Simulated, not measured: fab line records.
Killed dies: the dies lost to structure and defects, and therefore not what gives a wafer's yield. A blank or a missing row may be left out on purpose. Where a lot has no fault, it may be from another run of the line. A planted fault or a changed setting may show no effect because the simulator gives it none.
A lot that was struck, set against a sound lot	flow nandHarc	15 steps out of a route of 1159
Sound: wafers L598.2, L598.5, L598.6. Struck: wafers L603.2, L603.3, L603.6. The cause is given at the end.
Order at every step that has rows: each side's tool, ch and its chambers, its first start. Under that, the readings that differ: sound wafers	struck wafers	difference of the means	sigmas: that difference in standard deviations of wafers without a fault.
alike: readings whose means differ by less than 2 such deviations, and words and numbers that are the same on both sides. not compared: withheld readings, readings that some wafer has no value for, bounds like >300 that may hide the same value, and numbers for which the record gives no deviation and whose values overlap.
Wherever a step has rows on one side only, a row that says differs or no value, or a row with sigmas, the two part there. When numbers do not overlap yet have no deviation, they are printed without sigmas and do not part them. A reading missing from all wafers of one side parts the sides only when that side holds two or more wafers.

first, 1 step without rows for these wafers: NHARC_P_ZERO_WELL_HARDBAKE_53 (time 80 s).
NHARC_P_ZERO_WELL_DESCUM_54: chemistry O2, time 3 s.
  sound on rieDiel-12 ch 0,2,3, day 2 11:52; struck on rieDiel-07 ch 0,2, day 3 17:57
  alike: drypumpMotorCurrentA, oesProductAu, rfVppV, showerheadPlenumPTorr, throttleValvePct
  not compared: rfHoursCounterH
then, 5 steps without rows for these wafers: NHARC_P_ZERO_WELL_IMPLANT_55; NHARC_P_ZERO_WELL_IMPLANT_61; NHARC_P_ZERO_WELL_STRIP_56 (strips in SPM, time 840 s); NHARC_P_ZERO_WELL_PRECLEAN_68 (cleans in SC1, time 60 s); NHARC_P_ZERO_WELL_SRD_69.
NHARC_P_ZERO_WELL_RTA_42: time 300 s.
  sound on rtpAnneal-01 ch 0, day 2 12:56; struck on rtpAnneal-01 ch 0, day 3 19:04
  alike: lampPowerPct, lamp_zone_1_pct, lamp_zone_2_pct, wafer_temp_C_max
NHARC_P_ZERO_WELL_INSPECT_43:
  sound: defectInspect-01 at day 2 13:30; struck: defectInspect-02 at day 3 19:38
  alike: rawDefectCount
then, 3 steps without rows for these wafers: NHARC_P_STI_ETCH_26 (etches SiO2 in dHF, target depth 11 nm); NHARC_P_STI_PRECLEAN_27 (cleans in SC1); NHARC_P_STI_SRD_28.
NHARC_P_STI_OXIDE_29: material SiO2, target thk 10 nm, ox time 1362 s.
  sound on furnace-06 ch 0, day 2 14:36; struck on furnace-06 ch 0, day 4 03:40
  alike: spikeTcUpperC
then, 1 step without rows for these wafers: NHARC_P_STI_HM_DEP_30 (deposits Si3N4, target thk 80 nm, time 873 s).
-- the record jumps here: 17 days lie between the struck wafers' starts before and after (it left off in module P_STI and takes up again in module END, whose first step shown is number 1159 of the route) --
NHARC_END_SORT_01:
  here the record holds rows for the struck wafers (prober-01 ch 0, day 21 07:58) but none for the sound ones

## WHERE THEY PART
Only at NHARC_END_SORT_01, as far as this record shows.

WHY: whatever the simulator had introduced
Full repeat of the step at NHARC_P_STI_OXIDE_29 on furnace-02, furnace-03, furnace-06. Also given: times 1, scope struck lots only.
